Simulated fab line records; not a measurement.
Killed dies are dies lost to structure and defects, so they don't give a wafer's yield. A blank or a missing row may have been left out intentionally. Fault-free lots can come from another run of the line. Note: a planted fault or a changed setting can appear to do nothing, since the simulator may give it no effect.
Comparing a struck lot with a sound one / flow nandHarc / 22 out of 1159 route steps
Sound: the wafers L253.2, L253.3, L253.5. Wafers L248.3, L248.4, L248.6 were the ones struck. At the end, the cause is stated.
For every step that has rows: the tool of each side, followed by ch and its chambers, followed by its first start. Under that, the readings that differ: sound wafers / struck wafers / difference of the means / sigmas: that difference in standard deviations of wafers without a fault.
alike: a reading whose means differ by less than 2 such deviations, as well as words and numbers matching on both sides. not compared: withheld readings; readings where some wafer has no value; bounds like >300 that might hide an equal value; numbers whose values overlap and for which the record gives no deviation.
A row with sigmas, a row that says differs or no value, or rows on one side alone: a step with any of these is where the two part. When numbers do not overlap yet have no deviation, they are printed without sigmas and do not part them. A reading missing from all wafers of one side parts the sides only when that side holds two or more wafers.

NHARC_A_CONTACT_CMP_20: polishes, t overpolish 30 s, target thk 300 nm.
  sound on cmp-01 ch 1,2,3, day 22 07:54; struck on cmp-01 ch 0,1,3, day 21 11:20
  alike: motorCurrentA, overpolishRunS, timeToEndpointS
following that, these wafers have no rows for 1 step: NHARC_A_CONTACT_SRD_22.
NHARC_A_CONTACT_INSPECT_23:
  sound on defectInspect-02 at day 22 08:18; struck on defectInspect-02 at day 21 11:41
  alike: rawDefectCount
then, 8 steps without rows for these wafers: NHARC_A_BLC_DEHYDRATE_00 (time 120 s); NHARC_A_BLC_HMDS_01 (time 30 s); NHARC_A_BLC_COAT_02 (time 75 s); NHARC_A_BLC_COAT_03 (time 65 s); NHARC_A_BLC_COAT_04 (resist thk 90 nm); NHARC_A_BLC_SOFTBAKE_05 (time 55 s); NHARC_A_BLC_EBR_06; NHARC_A_BLC_EXPOSE_07 (exposes mask A BLC, target cd 100 nm).
NHARC_A_BLC_PEB_08: peb time 65 s.
  sound on lithoTrack-01 ch 0, day 22 08:37; struck on lithoTrack-06 ch 0, day 21 12:07
  alike: resistLineTempC
then, 1 step without rows for these wafers: NHARC_A_BLC_DEVELOP_09 (develop time 35 s).
NHARC_A_BLC_CD_MEAS_10: target cd 100 nm.
  sound on cdSem-02 ch 0, day 22 08:41; struck on cdSem-02 ch 0, day 21 12:13
reading=cdNm (nm); sound=101.7 100.7 101.3; struck=107.4 109.2 107.5; difference=+6.8; sigmas=+9
NHARC_A_BLC_OVL_MEAS_11:
  sound on overlay-01 at day 22 08:47; struck on overlay-02 at day 21 12:18
  alike: overlayXNm, overlayYNm
NHARC_A_BLC_INSPECT_12:
  sound on defectInspect-02 at day 22 08:49; struck on defectInspect-02 at day 21 12:20
  alike: rawDefectCount
NHARC_A_BLC_DESCUM_15: chemistry O2, time 3 s.
  sound on rieDiel-05 ch 0,1,2, day 22 08:53; struck on rieDiel-08 ch 1,3, day 21 12:25
reading=model.A_BLC.cdNm (nm); sound=101.7 101.5 101.6; struck=107 109.4 107.4; difference=+6; sigmas=
  alike: drypumpMotorCurrentA, o2FlowSccm, oesProductAu, rfVppV, showerheadPlenumPTorr, throttleValvePct
  not compared: rfHoursCounterH
NHARC_A_BLC_ETCH_16: etches the open film in CF4, target depth 39 nm, time 65 s.
  sound on rieDiel-05 ch 0,2,3, day 22 09:01; struck on rieDiel-08 ch 0,1,3, day 21 12:30
  alike: drypumpMotorCurrentA, oesProductAu, rfVppV, showerheadPlenumPTorr, throttleValvePct
  not compared: rfHoursCounterH
NHARC_A_BLC_ETCH_17: etches the open film in N2/H2, target depth 390 nm, time 609.38 s.
  sound: rieDiel-05 ch 0,1,3; struck: rieDiel-08 ch 0,1,2
reading=oesProductAu (a.u.); sound=1.016 1.024 1.030; struck=0.998 0.991 0.978; difference=-0.034; sigmas=-2
  alike: drypumpMotorCurrentA, rfVppV, showerheadPlenumPTorr, throttleValvePct
  not compared: rfHoursCounterH
NHARC_A_BLC_ETCH_18: etches the open film in C4F8/O2/Ar, target depth 910 nm.
  sound: rieDiel-05 ch 0,1,2; struck: rieDiel-08 ch 1,3
reading=oesProductAu (a.u.); sound=0.891 0.927 0.951; struck=0.966 0.994 0.979; difference=+0.057; sigmas=+2
reading=model.A_BLC.cdNm (nm); sound=103.5 103.7 99.6; struck=107.1 111.4 108; difference=+6.6; sigmas=
  alike: rfVppV
  not compared: rfHoursCounterH
NHARC_A_BLC_CD_MEAS_19:
  sound on cdSem-02 at day 22 09:55; struck on cdSem-01 at day 21 13:23
reading=cdNm (nm); sound=103 103 100; struck=107 111 108; difference=+7; sigmas=+2
-- record jumps: 2 days between struck wafers' starts before vs after; left off in module A_BLC, resumes in module END, first step shown is number 1159 of the route --
NHARC_END_SORT_01:
  here the record holds rows for the struck wafers (prober-02 ch 0, day 23 13:58) but none for the sound ones

WHERE THEY PART
Earliest at NHARC_A_BLC_CD_MEAS_10; latest, in this record, at NHARC_END_SORT_01.

WHY: what had been put in by the simulator
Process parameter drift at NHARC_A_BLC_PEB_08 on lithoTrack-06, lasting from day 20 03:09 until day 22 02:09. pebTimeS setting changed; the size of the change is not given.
